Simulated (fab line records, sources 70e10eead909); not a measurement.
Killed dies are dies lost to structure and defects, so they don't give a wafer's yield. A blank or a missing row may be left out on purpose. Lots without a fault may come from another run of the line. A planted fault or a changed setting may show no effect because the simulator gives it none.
fab line records | flow nand_harc
record lots=11 wafers=33 last_day=33
route steps=1302 shown P_CONTACT@235 P_M0@260 END@1302
lots that met no fault: from a run of the same line without faults
start_h: hours from the record's first day to the start of the lot's first wafer shown | wait_h: hours since the lot's step before | " the same as in the row above | L1.1+2: a row that stands for several wafers | - no value, or no start given | * or withheld: withheld | < > ~ a bound
route shown NAME@n: a module of which the file shows steps, and the number in the route of the first | usual: mean/standard deviation of fault-free wafers | same: alike in all rows | chamber/n: place in a boat | sites: the reading at each site | _std_site: their standard deviation | _edge_site: outer sites' mean less inner sites' | radius_mm: how far each site lies from the wafer's centre | mask NAME#n: copy n | behind: the tool/chamber that last shaped the wafer | hold: why the lot was held/for how many hours/how that ended | device: the transistor (n, p or np) that didn't switch | end of line: the same wafers' tests at the end of the route | a step without rows: its recipe alone | killed: dies lost to structure and defects at the first sort, not the wafer's yield | map: a wafer's dies, x killed, . not, _ none there
set.NAME: the setting as run; set.NAME@STEP: as run at that earlier step | model.NAME: the simulator's own value behind a step, which no gauge read
steps of the route over a sample of lots; a table a step, a row a wafer
services: from which hour (start_h, from the record's first day; less than 0 if before it) a tool's chamber was out of use, for how many hours, and why
## steps
# step NHARC_P_CONTACT_DESCUM_17
# recipe time_s=3 o2_flow_sccm=200 ar_flow_sccm=0 bias_power_w=0 chemistry=O2
# usual drypump_motor_current_A=5.8/0.38 oes_product_au=1.002/0.0083 rf_vpp_V=57.8/0.76 showerhead_plenum_p_Torr=1.93/0.075 throttle_valve_pct=11.312/0.0087
# columns lot.wafer tool chamber start_h wait_h drypump_motor_current_A oes_product_au rf_hours_counter_h rf_vpp_V showerhead_plenum_p_Torr throttle_valve_pct
L818.2 rie_diel-05 2 126.00 0.1 5.4 1.002 0.9 57.9 2.06 11.315
L818.1 " 0 " " 5.5 0.991 1.3 57.8 2.00 11.312
L818.4 " 1 " " 5.2 0.994 1.1 56.7 1.98 11.312
L820.4 rie_diel-05 3 142.08 0.1 6.0 0.988 2.2 58.3 1.90 11.306
L820.6 " 1 " " 5.2 0.989 - 58.1 1.98 11.322
L820.5 " 2 " " 5.4 0.999 - 57.8 2.06 11.320
L822.4 rie_diel-05 3 158.22 0.1 6.0 0.994 3.0 57.1 1.90 11.310
L822.2 " 0 " " 5.5 1.007 2.9 57.8 2.00 11.312
L822.1 " 1 " " 5.2 1.009 2.7 58.7 1.98 11.325
L823.2 rie_diel-07 3 182.56 0.1 6.5 1.002 1.4 57.6 1.94 11.316
L823.5 " 3 " " 6.5 1.010 - 58.1 1.94 11.319
L823.6 " 0 " " 5.8 1.005 - 58.1 1.85 11.313
L824.3 rie_diel-01 2 194.16 0.1 6.1 0.997 8.1 56.1 1.78 11.333
L824.4 " 1 " " 5.2 0.990 9.2 57.8 1.93 11.318
L824.5 " 2 " " 6.2 1.004 - 58.8 1.78 11.299
L829.1 rie_diel-07 2 234.17 0.1 6.1 0.993 3.6 59.6 1.93 11.332
L829.2 " 3 " " 6.5 1.002 3.1 58.2 1.94 11.323
L829.4 " 1 " " 5.8 1.003 3.2 58.6 1.84 11.325
L830.1 rie_diel-05 1 241.73 0.1 5.2 1.010 0.0 58.2 1.98 11.301
L830.2 " 2 " " 5.4 1.010 0.1 58.4 2.06 11.310
L830.5 " 1 " " 5.3 1.019 - 57.7 1.98 11.316
L832.4 rie_diel-01 0 267.12 0.1 6.1 1.000 2.4 58.0 1.95 11.298
L832.5 " 0 " " 6.0 1.010 - 57.6 1.95 11.301
L832.6 " 1 " " 5.3 1.000 - 57.5 1.93 11.304
L834.1 rie_diel-01 1 284.46 0.1 5.3 0.994 3.2 57.8 1.93 11.308
L834.2 " 3 " " 5.9 1.013 3.1 57.9 1.91 11.319
L834.6 " 1 " " 5.3 0.998 - 57.9 1.93 11.304
L835.3 rie_diel-07 3 285.01 0.1 6.5 1.000 4.8 59.0 1.94 11.302
L835.1 " 1 " " 5.8 1.024 4.7 58.0 1.84 11.318
L835.2 " 2 " " 6.1 1.005 5.2 57.2 1.93 11.318
L837.3 rie_diel-05 3 314.23 0.1 6.0 1.002 2.1 59.0 1.90 11.301
L837.2 " 0 " " 5.5 0.995 2.1 58.1 2.00 11.306
L837.4 " 1 " " 5.2 1.003 1.9 57.0 1.98 11.305
# step NHARC_P_CONTACT_ETCH_35
# recipe target_depth_a=390 over_etch_frac=0.3 time_s=65 ion_energy_ev=80 cf4_flow_sccm=150 ar_flow_sccm=0 rf_w=300 bias_w=100 chemistry=CF4
# usual drypump_motor_current_A=5.8/0.37 oes_product_au=1.003/0.0086 rf_vpp_V=151.5/1.1 showerhead_plenum_p_Torr=1.78/0.062 throttle_valve_pct=13.283/0.0081
# columns lot.wafer tool chamber start_h wait_h drypump_motor_current_A oes_product_au rf_hours_counter_h rf_vpp_V showerhead_plenum_p_Torr throttle_valve_pct
L818.4 rie_diel-05 3 126.09 0.1 6.0 0.985 1.4 152.0 1.76 13.295
L818.1 " 0 " " 5.5 1.010 1.3 152.9 1.84 13.275
L818.2 " 1 " " 5.2 0.993 1.1 152.3 1.83 13.274
L820.4 rie_diel-05 0 142.15 0.1 5.4 1.007 2.1 152.3 1.84 13.273
L820.6 " 0 " " 5.5 1.008 - 153.3 1.84 13.289
L820.5 " 1 " " 5.2 1.007 - 153.4 1.83 13.271
L822.4 rie_diel-05 3 158.29 0.1 6.0 1.013 3.0 149.8 1.75 13.275
L822.1 " 0 " " 5.5 1.024 2.9 153.5 1.84 13.285
L822.2 " 1 " " 5.2 1.000 2.8 153.1 1.83 13.276
L823.2 rie_diel-07 0 182.66 0.1 5.7 1.000 1.3 151.1 1.71 13.272
L823.6 " 1 " " 5.8 1.009 - 149.8 1.71 13.273
L823.5 " 2 " " 6.1 1.003 - 151.6 1.78 13.286
L824.4 rie_diel-01 0 194.24 0.1 6.0 1.021 8.6 151.8 1.80 13.286
L824.3 " 2 " " 6.1 0.990 8.1 150.2 1.66 13.290
L824.5 " 1 " " 5.2 1.004 - 153.7 1.78 13.283
L829.2 rie_diel-07 0 234.26 0.1 5.7 1.005 2.7 150.3 1.71 13.273
L829.4 " 1 " " 5.9 1.015 3.2 151.3 1.71 13.292
L829.1 " 2 " " 6.1 1.004 3.6 150.2 1.78 13.278
L830.1 rie_diel-05 3 241.82 0.1 6.0 1.002 0.1 150.8 1.75 13.290
L830.2 " 0 " " 5.5 0.997 0.0 154.2 1.84 13.284
L830.5 " 3 " " 6.0 1.006 - 151.0 1.75 13.274
L832.4 rie_diel-01 2 267.21 0.1 6.2 0.979 2.9 151.2 1.66 13.279
L832.5 " 2 " " 6.1 0.990 - 151.0 1.65 13.290
L832.6 " 3 " " 5.9 1.012 - 151.8 1.77 13.273
L834.1 rie_diel-01 3 284.55 0.1 5.9 1.015 3.1 150.7 1.77 13.285
L834.2 " 1 " " 5.3 1.000 3.2 151.7 1.78 13.289
L834.6 " 0 " " 6.1 0.999 - 151.0 1.80 13.279
L835.2 rie_diel-07 2 285.11 0.1 6.1 0.987 5.2 151.5 1.78 13.273
L835.1 " 3 " " 6.5 0.995 4.9 151.6 1.79 13.283
L835.3 " 0 " " 5.7 1.004 4.4 150.3 1.71 13.292
L837.4 rie_diel-05 0 314.33 0.1 5.5 1.017 2.1 151.9 1.84 13.283
L837.2 " 1 " " 5.2 1.008 1.9 151.2 1.82 13.276
L837.3 " 2 " " 5.4 1.011 1.9 152.1 1.89 13.282
# step NHARC_P_CONTACT_CMP_24
# recipe t_overpolish_s=30 target_thk_nm=200
# usual motor_current_A=11.7/1.1 overpolish_run_s=29.999/0.0093 slurry_filter_dp_kPa=13.48/0.13 time_to_endpoint_s=39.7/2.8
# columns lot.wafer tool chamber start_h wait_h motor_current_A overpolish_run_s slurry_filter_dp_kPa time_to_endpoint_s
L818.2 cmp-04 1 128.71 0.6 14.0 30.007 13.45 36.2
L818.4 " 2 " " 13.7 30.012 13.18 39.2
L818.1 " 3 " " 11.6 29.998 13.57 35.5
L820.4 cmp-02 0 144.80 0.4 12.1 30.001 13.58 45.8
L820.5 " 1 " " 10.5 29.991 13.44 42.7
L820.6 " 2 " " 11.5 30.001 13.38 38.2
L822.1 cmp-02 3 160.90 0.5 11.4 29.999 13.46 41.3
L822.4 " 0 " " 12.8 30.014 13.50 41.4
L822.2 " 1 " " 10.5 29.995 13.46 39.9
L823.2 cmp-04 2 185.29 0.5 13.2 29.992 13.22 40.5
L823.6 " 0 " " 12.3 29.982 13.28 42.1
L823.5 " 1 " " 13.5 29.992 13.33 38.0
L824.3 cmp-02 2 196.86 0.4 11.0 29.984 13.59 34.5
L824.4 " 0 " " 12.4 30.001 13.76 40.2
L824.5 " 3 " " 11.4 29.999 13.50 43.4
L829.4 cmp-02 1 236.84 0.3 9.7 29.994 13.44 45.2
L829.2 " 3 " " 11.2 30.000 13.70 43.3
L829.1 " 0 " " 12.6 30.002 13.40 43.6
L830.1 cmp-04 3 244.41 0.6 12.0 30.001 13.58 34.8
L830.2 " 2 " " 14.1 29.997 13.49 36.3
L830.5 " 3 " " 11.7 29.982 13.37 35.5
L832.4 cmp-02 3 269.97 0.4 11.4 29.997 13.36 40.8
L832.6 " 0 " " 12.7 30.006 13.45 40.5
L832.5 " 1 " " 9.8 30.004 13.62 39.7
L834.1 cmp-04 1 287.14 0.6 13.2 30.000 13.57 40.9
L834.2 " 3 " " 11.7 29.990 13.40 39.5
L834.6 " 2 " " 14.3 30.006 13.38 41.3
L835.3 cmp-02 2 287.70 0.3 11.3 29.998 13.35 35.0
L835.2 " 3 " " 10.6 29.997 13.72 41.9
L835.1 " 0 " " 12.4 30.009 13.56 38.0
L837.2 cmp-02 1 316.92 0.5 11.0 30.018 13.44 38.8
L837.4 " 2 " " 11.3 30.007 13.40 34.8
L837.3 " 3 " " 11.6 30.011 13.30 40.7
# step NHARC_P_M0_EXPOSE_06
# recipe na=1.35 target_cd_nm=90 dose_mj=81.28 mask_id=P_M0
# usual exposure_dose_mJ_cm2=81.20/0.1
# columns lot.wafer tool chamber start_h wait_h mask exposure_dose_mJ_cm2
L818.1 arfi_scanner-02 0 129.85 - P_M0#0 81.16
L818.2 " 0 " " P_M0#0 81.23
L818.4 " 0 " " P_M0#0 81.19
L820.4 arfi_scanner-01 0 145.90 - P_M0#0 81.22
L820.5 " 0 " " P_M0#0 81.17
L820.6 " 0 " " P_M0#0 81.17
L822.1 arfi_scanner-02 0 162.04 - P_M0#0 81.36
L822.2 " 0 " " P_M0#0 81.31
L822.4 " 0 " " P_M0#0 81.35
L823.2 arfi_scanner-03 0 186.49 - P_M0#0 81.16
L823.5 " 0 " " P_M0#0 81.21
L823.6 " 0 " " P_M0#0 81.20
L824.3 arfi_scanner-01 0 198.16 - P_M0#0 81.10
L824.4 " 0 " " P_M0#0 81.19
L824.5 " 0 " " P_M0#0 81.10
L829.1 arfi_scanner-01 0 238.00 - P_M0#0 81.06
L829.2 " 0 " " P_M0#0 81.07
L829.4 " 0 " " P_M0#0 81.00
L830.1 arfi_scanner-02 0 245.58 - P_M0#0 84.16
L830.2 " 0 " " P_M0#0 84.21
L830.5 " 0 " " P_M0#0 84.11
L832.4 arfi_scanner-02 0 271.07 - P_M0#0 83.57
L832.5 " 0 " " P_M0#0 83.39
L832.6 " 0 " " P_M0#0 83.55
L834.1 arfi_scanner-02 0 288.30 - P_M0#0 82.94
L834.2 " 0 " " P_M0#0 82.95
L834.6 " 0 " " P_M0#0 82.95
L835.1 arfi_scanner-03 0 288.86 - P_M0#0 81.15
L835.2 " 0 " " P_M0#0 81.15
L835.3 " 0 " " P_M0#0 81.17
L837.2 arfi_scanner-03 0 318.09 - P_M0#0 81.31
L837.3 " 0 " " P_M0#0 81.26
L837.4 " 0 " " P_M0#0 81.38
# step NHARC_P_M0_CD_MEAS_09
# recipe target_cd_nm=90 landing_energy_ev=500
# usual cd_nm=89.7/0.69
# columns lot.wafer tool chamber start_h wait_h cd_nm
L818.1 cd_sem-01 0 129.99 - 89.2
L818.2 " 0 " " 89.7
L818.4 " 0 " " 89.0
L820.4 cd_sem-01 0 146.03 - 90.9
L820.5 " 0 " " 91.0
L820.6 " 0 " " 90.9
L822.1 cd_sem-01 0 162.18 - 89.8
L822.2 " 0 " " 89.1
L822.4 " 0 " " 89.2
L823.2 cd_sem-01 0 186.63 - 89.8
L823.5 " 0 " " 90.1
L823.6 " 0 " " 89.1
L824.3 cd_sem-02 0 198.30 - 89.9
L824.4 " 0 " " 90.9
L824.5 " 0 " " 91.0
L829.1 cd_sem-03 0 238.14 - 89.4
L829.2 " 0 " " 89.4
L829.4 " 0 " " 89.9
L830.1 cd_sem-02 0 245.72 - 92.5
L830.2 " 0 " " 92.3
L830.5 " 0 " " 92.2
L832.4 cd_sem-01 0 271.21 - 91.9
L832.5 " 0 " " 91.3
L832.6 " 0 " " 91.4
L834.1 cd_sem-02 0 288.44 - 90.2
L834.2 " 0 " " 90.5
L834.6 " 0 " " 90.9
L835.1 cd_sem-03 0 289.00 - 91.0
L835.2 " 0 " " 91.1
L835.3 " 0 " " 91.5
L837.2 cd_sem-03 0 318.23 - 88.3
L837.3 " 0 " " 88.0
L837.4 " 0 " " 88.0
# step NHARC_END_SORT_01
# recipe temp_c=25
# usual defect_limited_yield=89.9/2.7 killed_at_array=64/18 killed_at_other=0.8/1.1 killed_at_periphery=3.8/2.7 killed_dies=68/18 killed_open=3.3/1.9 killed_short=2.3/1.8
# same gross_dies=677
# columns lot.wafer tool chamber start_h wait_h defect_limited_yield[%] killed_at_array killed_at_other killed_at_periphery killed_dies killed_open killed_short
L818.1 prober-02 0 576.89 2.5 91.6 51 1 5 57 2 3
L818.2 prober-02 0 577.69 2.8 90.4 58 0 7 65 7 1
L818.4 prober-02 0 579.29 3.4 87.4 80 1 4 85 0 4
L820.4 prober-01 0 579.28 3.4 87.6 79 0 5 84 7 2
L820.5 prober-01 0 580.09 3.7 89.1 73 0 1 74 2 1
L820.6 prober-01 0 580.89 4.0 89.1 70 0 4 74 1 2
L822.1 prober-01 0 615.72 2.5 87.7 80 0 3 83 2 2
L822.2 prober-01 0 616.51 2.8 87.1 85 1 1 87 1 0
L822.4 prober-01 0 618.11 3.4 86.3 92 0 1 93 4 4
L823.2 prober-02 0 616.57 2.8 91.3 56 0 3 59 4 3
L823.5 prober-02 0 619.00 3.7 89.8 65 2 2 69 1 2
L823.6 prober-02 0 619.81 4.1 91.0 59 0 2 61 2 0
L824.3 prober-01 0 642.29 3.1 88.8 62 3 11 76 2 1
L824.4 prober-01 0 643.09 3.4 88.9 63 3 9 75 8 2
L824.5 prober-01 0 643.90 3.7 89.5 65 4 2 71 4 4
L830.1 prober-01 0 686.13 2.5 87.9 75 0 7 82 3 0
L830.2 prober-01 0 686.93 2.8 89.8 64 0 5 69 0 1
L830.5 prober-01 0 689.32 3.7 88.8 69 0 7 76 2 1
L829.1 prober-02 0 686.18 2.5 92.3 48 1 3 52 4 6
L829.2 prober-02 0 686.98 2.8 90.4 58 1 6 65 5 2
L829.4 prober-02 0 688.58 3.4 92.5 48 0 3 51 3 3
L832.4 prober-02 0 715.63 3.4 90.5 61 1 2 64 2 3
L832.5 prober-02 0 716.44 3.7 93.2 44 0 2 46 5 1
L832.6 prober-02 0 717.24 4.0 92.8 47 1 1 49 3 4
L835.1 prober-02 0 735.98 2.5 88.3 77 0 2 79 3 2
L835.2 prober-02 0 736.77 2.8 90.1 64 0 3 67 3 2
L835.3 prober-02 0 737.57 3.1 90.3 66 0 0 66 2 0
L834.1 prober-01 0 735.99 2.5 89.7 67 1 2 70 5 0
L834.2 prober-01 0 736.77 2.8 88.3 78 1 0 79 2 1
L834.6 prober-01 0 739.89 3.9 88.5 72 3 3 78 3 4
L837.2 prober-01 0 779.81 2.8 91.3 51 4 4 59 4 3
L837.3 prober-01 0 780.61 3.1 88.9 65 4 6 75 4 5
L837.4 prober-01 0 781.41 3.4 90.1 63 0 4 67 4 1
# killed by level:class
L818.1 A_CHANNEL_HOLE_D2:chamber_film_flake=23 A_CHANNEL_HOLE_D1:chamber_film_flake=19 A_CONTACT:chamber_film_flake=3 P_CONTACT:chamber_film_flake=2 A_DECK1_JOINT:chamber_film_flake=2 A_WL_FILL:chamber_film_flake=2 P_STI:geometric_particle:short=1 P_CONTACT:geometric_particle:short=1
L818.2 A_CHANNEL_HOLE_D2:chamber_film_flake=25 A_CHANNEL_HOLE_D1:chamber_film_flake=21 A_CONTACT:chamber_film_flake=4 P_M1:geometric_particle:open=2 A_WL_FILL:chamber_film_flake=2 P_M0:geometric_particle:open=1 P_M2:geometric_particle:open=1 A_CHANNEL_HOLE_D1:geometric_particle:open=1
L820.4 A_CHANNEL_HOLE_D1:chamber_film_flake=35 A_SLIT:chamber_film_flake=19 A_SGD_CUT:chamber_film_flake=11 A_CHANNEL_HOLE_D2:chamber_film_flake=4 P_M2:chamber_film_flake=3 P_CONTACT:geometric_particle:open=2 A_ONON_D1:geometric_particle:open=1 A_ONON_D2:geometric_particle:short=1
L818.4 A_CHANNEL_HOLE_D2:chamber_film_flake=43 A_CHANNEL_HOLE_D1:chamber_film_flake=22 A_SLIT:chamber_film_flake=3 A_STAIRCASE:chamber_film_flake=3 A_WL_FILL:chamber_film_flake=3 P_CONTACT:chamber_film_flake=2 A_ONON_D1:geometric_particle:short=1 A_CHANNEL_FILL_D1:geometric_particle:short=1
L820.5 A_CHANNEL_HOLE_D1:chamber_film_flake=28 A_SLIT:chamber_film_flake=26 A_CHANNEL_HOLE_D2:chamber_film_flake=8 A_SGD_CUT:chamber_film_flake=6 A_WL_FILL:chamber_film_flake=2 P_M1:geometric_particle:short=1 A_CHANNEL_FILL_D1:geometric_particle:open=1 A_CHANNEL_FILL_D2:geometric_particle:open=1
L820.6 A_CHANNEL_HOLE_D1:chamber_film_flake=26 A_SLIT:chamber_film_flake=22 A_CHANNEL_HOLE_D2:chamber_film_flake=11 A_SGD_CUT:chamber_film_flake=4 P_M2:chamber_film_flake=3 A_STAIRCASE:chamber_film_flake=2 A_CHANNEL_HOLE_D1:geometric_particle:short=1 A_CHANNEL_FILL_D2:geometric_particle:open=1
L822.1 A_SLIT:chamber_film_flake=28 A_CHANNEL_HOLE_D2:chamber_film_flake=26 A_CHANNEL_HOLE_D1:chamber_film_flake=14 A_STAIRCASE:chamber_film_flake=4 A_CONTACT:chamber_film_flake=4 A_ONON_D1:geometric_particle:open=1 A_ONON_D2:geometric_particle:short=1 A_CHANNEL_HOLE_D2:geometric_particle:open=1
L822.2 A_CHANNEL_HOLE_D2:chamber_film_flake=27 A_SLIT:chamber_film_flake=25 A_CHANNEL_HOLE_D1:chamber_film_flake=22 A_CONTACT:chamber_film_flake=5 A_STAIRCASE:chamber_film_flake=3 A_M1:geometric_particle:open=1 P_GATE:chamber_film_flake=1 A_DECK1_JOINT:chamber_film_flake=1
L823.2 A_SLIT:chamber_film_flake=27 A_STAIRCASE:chamber_film_flake=8 A_CHANNEL_HOLE_D2:chamber_film_flake=6 A_CONTACT:chamber_film_flake=5 A_CHANNEL_HOLE_D1:chamber_film_flake=3 P_ZERO_WELL:chamber_film_flake=2 P_M2:geometric_particle:open=1 A_ONON_D1:geometric_particle:short=1
L822.4 A_CHANNEL_HOLE_D2:chamber_film_flake=29 A_SLIT:chamber_film_flake=29 A_CHANNEL_HOLE_D1:chamber_film_flake=23 A_CHANNEL_HOLE_D1:geometric_particle:open=2 P_M0:geometric_particle:open=1 A_ONON_D1:geometric_particle:open=1 A_CHANNEL_HOLE_D1:geometric_particle:short=1 A_ONON_D2:geometric_particle:short=1
L823.5 A_SLIT:chamber_film_flake=27 A_CHANNEL_HOLE_D2:chamber_film_flake=14 A_STAIRCASE:chamber_film_flake=7 A_CHANNEL_HOLE_D1:chamber_film_flake=6 A_CONTACT:chamber_film_flake=6 THIN_TSV:chamber_film_flake=2 P_CONTACT:geometric_particle:short=1 A_SGD_CUT:geometric_particle:open=1
L823.6 A_SLIT:chamber_film_flake=26 A_CHANNEL_HOLE_D2:chamber_film_flake=16 A_STAIRCASE:chamber_film_flake=6 A_CONTACT:chamber_film_flake=3 A_WL_FILL:chamber_film_flake=3 A_CHANNEL_HOLE_D1:chamber_film_flake=2 A_M0:geometric_particle:open=1 A_M1:geometric_particle:open=1
L824.3 A_CHANNEL_HOLE_D1:chamber_film_flake=32 A_CHANNEL_HOLE_D2:chamber_film_flake=19 A_CONTACT:chamber_film_flake=5 P_GATE:chamber_film_flake=3 P_M0:chamber_film_flake=3 P_BONDPAD:chamber_film_flake=3 A_BONDPAD:chamber_film_flake=2 THIN_TSV:chamber_film_flake=2
L824.4 A_CHANNEL_HOLE_D1:chamber_film_flake=36 A_CHANNEL_HOLE_D2:chamber_film_flake=11 P_GATE:chamber_film_flake=7 A_SLIT:chamber_film_flake=5 A_ONON_D1:geometric_particle:open=2 A_WL_FILL:geometric_particle:open=2 P_CONTACT:geometric_particle:open=1 P_M0:geometric_particle:open=1
L824.5 A_CHANNEL_HOLE_D1:chamber_film_flake=33 A_CHANNEL_HOLE_D2:chamber_film_flake=9 A_SLIT:chamber_film_flake=5 HYBRID_BOND:chamber_film_flake=3 A_CHANNEL_FILL_D1:geometric_particle:short=2 A_ONON_D2:geometric_particle:open=2 A_WL_FILL:geometric_particle:short=2 A_STAIRCASE:chamber_film_flake=2
L830.1 A_SLIT:chamber_film_flake=28 A_CHANNEL_HOLE_D1:chamber_film_flake=27 A_CHANNEL_HOLE_D2:chamber_film_flake=11 P_CONTACT:chamber_film_flake=6 A_CHANNEL_FILL_D2:chamber_film_flake=3 A_BLC:chamber_film_flake=3 P_GATE:geometric_particle:open=1 A_CHANNEL_HOLE_D2:geometric_particle:open=1
L829.1 A_CHANNEL_HOLE_D1:chamber_film_flake=26 A_WL_FILL:chamber_film_flake=6 A_CHANNEL_FILL_D1:chamber_film_flake=4 A_SLIT:chamber_film_flake=3 A_DECK1_JOINT:geometric_particle:short=2 A_CONTACT:chamber_film_flake=2 P_CONTACT:geometric_particle:short=1 P_M0:geometric_particle:short=1
L830.2 A_CHANNEL_HOLE_D1:chamber_film_flake=29 A_SLIT:chamber_film_flake=19 A_CHANNEL_HOLE_D2:chamber_film_flake=12 P_GATE:chamber_film_flake=2 P_CONTACT:chamber_film_flake=2 A_SOURCE_PLATE:geometric_particle:short=1 P_STI:chamber_film_flake=1 A_BLC:chamber_film_flake=1
L829.2 A_CHANNEL_HOLE_D1:chamber_film_flake=35 A_SLIT:chamber_film_flake=5 P_STI:chamber_film_flake=5 A_CHANNEL_FILL_D1:chamber_film_flake=5 A_CONTACT:chamber_film_flake=3 A_CHANNEL_FILL_D1:geometric_particle:open=2 A_CHANNEL_FILL_D1:geometric_particle:short=2 A_CHANNEL_FILL_D2:geometric_particle:open=2
L829.4 A_CHANNEL_HOLE_D1:chamber_film_flake=35 A_WL_FILL:chamber_film_flake=3 P_STI:chamber_film_flake=2 P_CONTACT:geometric_particle:open=1 A_CHANNEL_FILL_D1:geometric_particle:short=1 A_CHANNEL_FILL_D1:geometric_particle:open=1 A_ONON_D2:geometric_particle:short=1 A_CHANNEL_HOLE_D2:geometric_particle:short=1
L830.5 A_CHANNEL_HOLE_D1:chamber_film_flake=28 A_SLIT:chamber_film_flake=25 A_CHANNEL_HOLE_D2:chamber_film_flake=10 P_CONTACT:chamber_film_flake=6 A_BLC:chamber_film_flake=2 P_M0:geometric_particle:open=1 A_ONON_D1:geometric_particle:open=1 A_CHANNEL_HOLE_D2:geometric_particle:short=1
L832.4 A_CHANNEL_HOLE_D2:chamber_film_flake=19 A_CHANNEL_HOLE_D1:chamber_film_flake=11 A_SLIT:chamber_film_flake=9 A_CHANNEL_FILL_D1:chamber_film_flake=4 A_DECK1_JOINT:chamber_film_flake=4 A_CONTACT:chamber_film_flake=4 A_CHANNEL_FILL_D2:chamber_film_flake=2 A_WL_FILL:chamber_film_flake=2
L832.5 A_CHANNEL_HOLE_D2:chamber_film_flake=26 A_CONTACT:chamber_film_flake=5 A_SLIT:chamber_film_flake=3 A_CHANNEL_FILL_D2:geometric_particle:open=2 P_M2:geometric_particle:short=1 A_CHANNEL_FILL_D1:geometric_particle:open=1 A_DECK1_JOINT:geometric_particle:open=1 A_M0:geometric_particle:open=1
L832.6 A_CHANNEL_HOLE_D2:chamber_film_flake=25 A_CHANNEL_HOLE_D1:chamber_film_flake=6 A_CHANNEL_FILL_D1:chamber_film_flake=3 A_SLIT:chamber_film_flake=3 A_CONTACT:chamber_film_flake=2 A_WL_FILL:chamber_film_flake=2 P_CONTACT:geometric_particle:open=1 A_CHANNEL_HOLE_D1:geometric_particle:short=1
L835.1 A_CHANNEL_HOLE_D1:chamber_film_flake=36 A_CHANNEL_HOLE_D2:chamber_film_flake=24 A_SLIT:chamber_film_flake=5 A_CHANNEL_FILL_D1:chamber_film_flake=4 A_STAIRCASE:chamber_film_flake=3 P_CONTACT:geometric_particle:short=1 A_ONON_D1:geometric_particle:open=1 A_CHANNEL_HOLE_D2:geometric_particle:open=1
L834.1 A_SLIT:chamber_film_flake=28 A_CHANNEL_HOLE_D2:chamber_film_flake=24 A_CONTACT:chamber_film_flake=5 A_CHANNEL_HOLE_D2:geometric_particle:open=2 A_STAIRCASE:chamber_film_flake=2 A_ONON_D1:geometric_particle:open=1 A_CHANNEL_FILL_D1:geometric_particle:open=1 A_M0:geometric_particle:open=1
L834.2 A_CHANNEL_HOLE_D2:chamber_film_flake=31 A_SLIT:chamber_film_flake=28 A_CHANNEL_HOLE_D1:chamber_film_flake=7 A_CONTACT:chamber_film_flake=7 A_STAIRCASE:geometric_particle:open=1 A_WL_FILL:geometric_particle:short=1 A_CONTACT:geometric_particle:open=1 A_DECK1_JOINT:chamber_film_flake=1
L835.2 A_CHANNEL_HOLE_D1:chamber_film_flake=32 A_CHANNEL_HOLE_D2:chamber_film_flake=19 A_SLIT:chamber_film_flake=5 A_STAIRCASE:chamber_film_flake=3 P_M0:geometric_particle:open=2 A_WL_FILL:chamber_film_flake=2 P_CONTACT:geometric_particle:short=1 A_ONON_D1:geometric_particle:short=1
L835.3 A_CHANNEL_HOLE_D1:chamber_film_flake=27 A_CHANNEL_HOLE_D2:chamber_film_flake=27 A_SLIT:chamber_film_flake=5 A_STAIRCASE:chamber_film_flake=2 A_M0:chamber_film_flake=2 A_ONON_D1:geometric_particle:open=1 A_CHANNEL_FILL_D1:geometric_particle:open=1 A_DECK1_JOINT:chamber_film_flake=1
L834.6 A_SLIT:chamber_film_flake=30 A_CHANNEL_HOLE_D2:chamber_film_flake=22 A_CONTACT:chamber_film_flake=7 A_CHANNEL_HOLE_D1:chamber_film_flake=5 THIN_TSV:chamber_film_flake=2 P_CONTACT:geometric_particle:short=1 P_M2:geometric_particle:open=1 A_ONON_D1:geometric_particle:short=1
L837.2 A_SLIT:chamber_film_flake=25 A_CHANNEL_HOLE_D1:chamber_film_flake=10 A_STAIRCASE:chamber_film_flake=6 A_CONTACT:chamber_film_flake=4 THIN_TSV:chamber_film_flake=3 P_CONTACT:geometric_particle:open=1 A_CHANNEL_FILL_D1:geometric_particle:open=1 A_DECK1_JOINT:geometric_particle:short=1
L837.3 A_SLIT:chamber_film_flake=32 A_CHANNEL_HOLE_D1:chamber_film_flake=15 A_CONTACT:chamber_film_flake=9 THIN_TSV:chamber_film_flake=4 A_STAIRCASE:chamber_film_flake=2 P_GATE:geometric_particle:short=1 P_M0:geometric_particle:short=1 A_SOURCE_PLATE:geometric_particle:open=1
L837.4 A_SLIT:chamber_film_flake=34 A_CHANNEL_HOLE_D1:chamber_film_flake=15 A_CONTACT:chamber_film_flake=8 A_CHANNEL_HOLE_D2:chamber_film_flake=3 P_BONDPAD:chamber_film_flake=2 P_GATE:geometric_particle:open=1 P_M1:geometric_particle:open=1 A_WL_FILL:geometric_particle:short=1
## services
# columns tool chamber start_h hours kind
cmp-02 - 102.37 1.1 repair
arfi_scanner-02 - 103.95 1.9 repair
cmp-02 - 107.13 3.0 repair
rie_diel-05 0 108.39 5.6 repair
rie_diel-07 3 110.02 12.0 repair
rie_diel-07 - 117.20 9.0 pm
cmp-02 - 134.50 4.0 pm
rie_diel-01 3 141.34 2.0 repair
rie_diel-05 3 199.70 7.9 repair
rie_diel-01 - 203.81 9.0 pm
rie_diel-05 0 212.49 5.1 repair
rie_diel-05 - 213.32 3.8 repair
cmp-02 - 216.31 1.5 repair
cmp-02 - 228.06 1.0 repair
rie_diel-05 - 229.72 9.0 pm
cmp-02 - 232.56 4.0 pm
cmp-02 - 241.99 0.9 repair
rie_diel-05 2 254.99 14.3 repair
rie_diel-05 1 256.78 10.2 repair
rie_diel-01 2 270.54 7.7 repair
cmp-02 - 272.75 1.3 repair
rie_diel-05 1 281.46 3.8 repair
rie_diel-07 - 294.20 9.0 pm
cmp-02 - 314.87 0.3 repair
## key
first_sign step=NHARC_P_M0_EXPOSE_06 reading=exposure_dose_mJ_cm2 direction=up sigmas=23 usual=81.20 struck=83.54
effect step=NHARC_P_M0_CD_MEAS_09 reading=cd_nm direction=up sigmas=2.6 usual=89.7 struck=91.5 through=control_loop
met_at NHARC_P_M0_EXPOSE_06
struck_lots L830,L832,L834
loop_trim step=NHARC_P_M0_EXPOSE_06 setting=dose lots=L832,L834
not_acting_at NHARC_P_CONTACT_DESCUM_17,NHARC_P_CONTACT_ETCH_35,NHARC_P_CONTACT_CMP_24
onset_between 162.04 245.58
fault kind=process_parameter_drift tool=arfi_scanner-02 chamber=- onset_h=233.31 steps=NHARC_P_M0_EXPOSE_06 channel=dose_mj offset=2.8983 shape=step acts_in=these_recipes_only stated=81.28
# loop_trim: a control loop set the setting to another value than it would have without faults
